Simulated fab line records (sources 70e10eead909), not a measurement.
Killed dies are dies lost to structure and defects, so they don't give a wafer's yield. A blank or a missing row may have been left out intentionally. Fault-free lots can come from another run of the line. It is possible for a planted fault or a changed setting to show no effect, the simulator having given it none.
Which tool is to blame? ; flow nand_harc ; 24 lots, 72 wafers sampled, at 4 steps of a route of 1302

## WHAT EACH GAUGE READ, for each wafer
NHARC_A_ONON_D2_THK_MEAS_18: measures by ellipsometry. Usual: thk_nm reads 1002 nm (standard deviation 8).
lot;measured;on;thk_nm (nm);flag
L074;day 12 07:52;film_metro-02;1016 1017 1017;
L075;day 13 01:37;film_metro-02;1003 1003 1004;
L076;day 13 15:02;film_metro-01;1012 1011 1012;
L077;day 13 20:58;film_metro-01;1002 1000 1001;
L078;day 14 10:06;film_metro-02;1015 1014 1013;
L079;day 15 00:27;film_metro-01;990 988 991;
L080;day 15 12:44;film_metro-01;994 994 993;
L082;day 15 22:11;film_metro-01;1016 1016 1015;
L081;day 15 22:11;film_metro-02;989 991 989;
L083;day 17 00:38;film_metro-01;995 996 995;
L084;day 17 08:22;film_metro-02;1001 1001 1001;
L085;day 17 08:22;film_metro-01;987 990 988;
L086;day 18 00:19;film_metro-02;1003 1003 1004;
L088;day 18 18:51;film_metro-02;1006 1007 1009;
L087;day 18 18:51;film_metro-01;1000 1000 1001;
L089;day 19 06:46;film_metro-02;998 1001 1001;
L090;day 19 06:46;film_metro-01;1011 1012 1010;
L091;day 19 22:18;film_metro-02;998 998 997;
L092;day 20 10:21;film_metro-02;1002 1002 1001;
L093;day 20 10:21;film_metro-01;1000 999 996;
L094;day 20 21:27;film_metro-02;1007 1009 1009;
L095;day 21 04:47;film_metro-01;998 998 999;
L096;day 22 04:28;film_metro-02;1007 1005 1005;
L097;day 22 04:28;film_metro-01;995 995 995;

NHARC_A_CHANNEL_HOLE_D2_CD_MEAS_10 targets a cd of 100 nm. Usual: cd_nm reads 100.2 nm (standard deviation 0.51).
lot;measured;on;cd_nm (nm);flag
L074;day 12 13:39;cd_sem-03;99.9 100.4 100.6;
L075;day 13 07:08;cd_sem-02;100.2 100.3 99.6;
L076;day 14 00:33;cd_sem-02;99.1 99.8 99.8;
L077;day 14 08:42;cd_sem-01;100.2 101.2 100.6;
L078;day 14 16:55;cd_sem-02;101.2 100.3 100.9;
L079;day 15 07:32;cd_sem-01;100.1 99.7 99.9;
L080;day 15 19:22;cd_sem-01;99.8 100.2 99.9;
L082;day 16 07:10;cd_sem-03;99.6 99.6 99.8;
L081;day 16 05:40;cd_sem-02;100.9 100.5 101.4;
L083;day 17 06:10;cd_sem-01;100.4 101.3 101.0;
L084;day 17 15:24;cd_sem-01;99.1 100.4 99.9;
L085;day 17 15:04;cd_sem-03;100.3 99.6 99.8;
L086;day 18 05:42;cd_sem-03;100.3 100.1 100.1;
L088;day 19 10:53;cd_sem-02;100.5 100.1 100.2;
L087;day 19 11:03;cd_sem-03;100.4 100.3 100.3;
L089;day 19 15:17;cd_sem-02;100.1 100.4 100.3;
L090;day 19 15:28;cd_sem-01;100.5 101.3 100.7;
L091;day 20 06:26;cd_sem-02;99.5 99.1 98.9;
L092;day 20 15:56;cd_sem-01;101.0 101.0 100.7;
L093;day 20 16:58;cd_sem-01;100.1 100.5 100.7;
L094;day 21 04:05;cd_sem-02;100.7 99.8 100.5;
L095;day 21 12:21;cd_sem-01;100.4 100.9 100.0;
L096;day 22 09:53;cd_sem-02;100.1 100.7 100.0;
L097;day 22 10:19;cd_sem-03;100.1 100.3 99.8;

## EACH LOT AND THE TOOL THAT RAN IT (in order: tool; ch and the chambers of the sampled wafers; start)
lot;NHARC_A_CHANNEL_FILL_D1_ETCHBACK_20;NHARC_A_CHANNEL_FILL_D1_CMP_10
L074;rie_diel-10 ch 0,1,2, day 9 10:07;cmp-04 ch 0,1,2, day 10 09:23
L075;rie_diel-11 ch 1,2, day 10 03:17;cmp-04 ch 1,2, day 11 02:23
L076;rie_diel-11 ch 0,1,2, day 10 15:04;cmp-01 ch 1,2,3, day 11 16:44
L077;rie_diel-09 ch 0,2,3, day 11 01:58;cmp-02 ch 0,2,3, day 12 01:10
L078;rie_diel-09 ch 1,2,3, day 11 13:13;cmp-02 ch 1,2,3, day 12 12:39
L079;rie_diel-09 ch 1,2, day 12 00:22;cmp-02 ch 1,2,3, day 12 23:42
L080;rie_diel-10 ch 0,3, day 12 08:32;cmp-01 ch 2,3, day 13 08:38
L082;rie_diel-10 ch 1,2, day 13 01:53;cmp-01 ch 0,1,2, day 14 01:09
L081;rie_diel-09 ch 1,2,3, day 13 01:54;cmp-04 ch 1,2, day 14 01:07
L083;rie_diel-09 ch 1,2, day 13 21:23;cmp-02 ch 1,2,3, day 14 23:08
L084;rie_diel-10 ch 0,1, day 14 10:34;cmp-04 ch 0,3, day 15 09:39
L085;rie_diel-11 ch 1,2,3, day 14 10:35;cmp-01 ch 1,2,3, day 15 09:40
L086;rie_diel-11 ch 0,1,3, day 14 23:25;cmp-02 ch 0,2,3, day 15 23:26
L088;rie_diel-11 ch 1,2, day 15 20:47;cmp-01 ch 0,2,3, day 16 20:04
L087;rie_diel-09 ch 1,2,3, day 15 20:47;cmp-02 ch 0,2,3, day 16 20:02
L089;rie_diel-09 ch 0,1,2, day 16 05:57;cmp-04 ch 0,2,3, day 17 06:17
L090;rie_diel-09 ch 1,2,3, day 16 10:14;cmp-01 ch 0,2,3, day 17 06:16
L091;rie_diel-10 ch 0,3, day 16 21:52;cmp-01 ch 1,2,3, day 17 21:20
L092;rie_diel-10 ch 0,2,3, day 17 09:41;cmp-04 ch 0,1,3, day 18 09:01
L093;rie_diel-09 ch 1,2,3, day 17 12:51;cmp-01 ch 0,1,2, day 18 09:00
L094;rie_diel-11 ch 1,2,3, day 18 00:48;cmp-04 ch 0,1,3, day 19 00:18
L095;rie_diel-09 ch 1,2, day 18 09:13;cmp-04 ch 2,3, day 19 09:19
L096;rie_diel-10 ch 0,1, day 19 02:32;cmp-02 ch 0,1,2, day 20 01:53
L097;rie_diel-10 ch 0,2, day 19 06:32;cmp-04 ch 0,1, day 20 05:43
- NHARC_A_CHANNEL_FILL_D1_ETCHBACK_20: etches the open film in C4F8/O2/Ar, target depth 27 nm, time 13.5 s.
- NHARC_A_CHANNEL_FILL_D1_CMP_10: polishes, target thk 150 nm.

## WHAT THE TOOLS THEMSELVES READ (means of the sampled wafers that have a number; where no wafer has one, the mark that the record gives instead)
NHARC_A_CHANNEL_FILL_D1_ETCHBACK_20. Usual: oes_product_au 0.97 a.u., standard deviation 0.037; rf_vpp_V 979 V, standard deviation 5.
lot;tool;oes_product_au (a.u.);rf_vpp_V (V);flag
L074;rie_diel-10;0.92;978;
L075;rie_diel-11;0.92;983;
L076;rie_diel-11;0.93;981;
L077;rie_diel-09;0.92;983;
L078;rie_diel-09;0.99;981;
L079;rie_diel-09;0.94;982;
L080;rie_diel-10;1.01;974;
L082;rie_diel-10;1.00;979;
L081;rie_diel-09;0.93;981;
L083;rie_diel-09;0.93;984;
L084;rie_diel-10;1.00;974;
L085;rie_diel-11;1.01;980;
L086;rie_diel-11;1.01;978;
L088;rie_diel-11;0.92;983;
L087;rie_diel-09;0.98;981;
L089;rie_diel-09;1.01;983;
L090;rie_diel-09;1.00;981;
L091;rie_diel-10;0.99;972;
L092;rie_diel-10;0.93;977;
L093;rie_diel-09;1.00;981;
L094;rie_diel-11;0.93;981;
L095;rie_diel-09;0.94;983;
L096;rie_diel-10;1.00;975;
L097;rie_diel-10;1.01;978;

NHARC_A_CHANNEL_FILL_D1_CMP_10. Usual: motor_current_A 11.8 A, standard deviation 1.2; pad_life_wafers 127, standard deviation 95; time_to_endpoint_s 15.6 s, standard deviation 2.6.
lot;tool;motor_current_A (A);pad_life_wafers;time_to_endpoint_s (s);flag
L074;cmp-04;11.9;44;16.1;
L075;cmp-04;11.6;108;14.5;
L076;cmp-01;10.9;265;17.6;
L077;cmp-02;12.0;98;14.8;
L078;cmp-02;12.3;146;12.4;
L079;cmp-02;12.2;183;11.8;
L080;cmp-01;10.7;44;16.5;
L082;cmp-01;11.2;122;16.6;
L081;cmp-04;11.4;8;12.0;
L083;cmp-02;12.1;2;11.9;
L084;cmp-04;13.0;114;16.0;
L085;cmp-01;11.3;248;17.8;
L086;cmp-02;12.3;98;14.1;
L088;cmp-01;11.0;387;16.3;
L087;cmp-02;12.5;164;18.5;
L089;cmp-04;12.5;296;14.4;
L090;cmp-01;10.6;14;16.5;
L091;cmp-01;10.7;67;19.6;
L092;cmp-04;12.9;44;15.5;
L093;cmp-01;11.1;128;14.6;
L094;cmp-04;13.0;104;17.0;
L095;cmp-04;12.2;122;15.5;
L096;cmp-02;11.8;50;15.3;
L097;cmp-04;12.1;198;18.0;

## THE ANSWER, worked out from the rows above alone
Rule: a lot is off if the mean of its wafers that have a number lies more than 3 standard deviations from the usual mean. Also off: a lot with no number at a reading for which 4 or more lots have one. All remaining lots with rows at the step are treated as sound. After the gauges, taken in route order, come the tools' own readings; for these a lot's mean is taken, as printed above. The first step at which some lot is off is used, and at that step the reading that is off furthest; a lot without a number counts as furthest.
Nothing can be told from this: no lot is off at any reading shown.

## WHAT THE SIMULATOR HAD INSERTED
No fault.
